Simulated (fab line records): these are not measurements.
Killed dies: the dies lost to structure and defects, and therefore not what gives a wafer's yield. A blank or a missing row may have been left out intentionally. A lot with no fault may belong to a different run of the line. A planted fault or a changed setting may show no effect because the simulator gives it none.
8D (eight disciplines) problem report, filled in by code	flow n5 finfet	the parts of the form that need people (team, actions taken, sign-off) are left out

## 1. PROBLEM STATEMENT
Mean of run length s at N5_BEOL_M9_CVD_78: 253.6 s across 3 wafers in 2 lots; on wafers with no fault it is 161.7 s (standard deviation 0.45). That is +99 or more standard deviations from the usual mean.
The step: deposits Co from CCTBA/H2, target thk 2 nm, time 138.9 s.
Seen first at day 14 11:16 on cvd co-02, wafer L136.4. Wafers with a number at this step in the record: 33, from 11 lots. Rule for "out" (also "out of limits"): further than 4 standard deviations from the usual mean. The rest of the wafers with a number are treated as sound.

## 2. WHAT THIS IS AND IS NOT
question	is	is not
which readings at this step	run length s	chamber pressure Torr
which lots	L136, L138	L118, L120, L121, L122, L124, L125, L127, L130, L131
which wafers of those lots	L136.4, L138.1, L138.4	L136.2, L136.3, L138.2
read on which tools	cvd co-02	cvd co-01
when	from day 14 11:16	up to then (29 sound wafers); but 1 sound wafer of L138 came after

## 3. SUSPECTS, AND WHAT RULES EACH OUT
Counting: a tool at a process step up to the reading stays a suspect if it ran every lot that is out. Sound lots after the first of them don't rule it out here, since some wafers of a struck lot are sound.
- pvd sputter-03 at N5_BEOL_M9_PRE_CLEAN_45 (time 30 s): kept. It ran every lot that is out, first L136 (day 14 10:34); its last sound lot up to then is L118 (day 9 22:31).
- cvd co-02 at N5_BEOL_M9_CVD_78 (deposits Co from CCTBA/H2, target thk 2 nm, time 138.9 s): kept. It ran every lot that is out, first L136 (day 14 11:16); its last sound lot up to then is L131 (day 13 12:13). On those wafers its own readings are out: run length s.
- Within cvd co-02 at N5_BEOL_M9_CVD_78: the wafers that are out ran in chamber 2; their sound lot-mates ran in chambers 0, 1.
The count leaves cvd co-02 at N5_BEOL_M9_CVD_78 and pvd sputter-03 at N5_BEOL_M9_PRE_CLEAN_45.

## 4. THE CAUSE (what the simulator had put in)
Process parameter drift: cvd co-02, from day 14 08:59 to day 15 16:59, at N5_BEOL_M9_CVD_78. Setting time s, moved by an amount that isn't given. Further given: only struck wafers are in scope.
After counting, 2 suspects remain, this tool included.

## 5. SEQUENCE OF EFFECTS, ordered by route
One row per reading whose mean, taken over the struck wafers that have a number, lies over 3 standard deviations from the usual. Only readings whose record carries a usual standard deviation are examined. hours: median over the lots of the time between each lot's start at the first step of this table that gives one and its start at this step. sigmas: the change, counted in usual standard deviations.
hours	step	reading	usual	on struck wafers	change	sigmas
0	N5_BEOL_M9_CVD_78	run length s	161.7 s	253.6	+91.9	+99 or more
Here are the process steps it includes:
- N5_BEOL_M9_CVD_78: deposits Co from CCTBA/H2, target thk 2 nm, time 138.9 s.

## 6. HOW IT WOULD HAVE BEEN CAUGHT EARLIER
First out-of-limits reading in this record: day 14 11:16, which is 2 hours after fault onset at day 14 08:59.
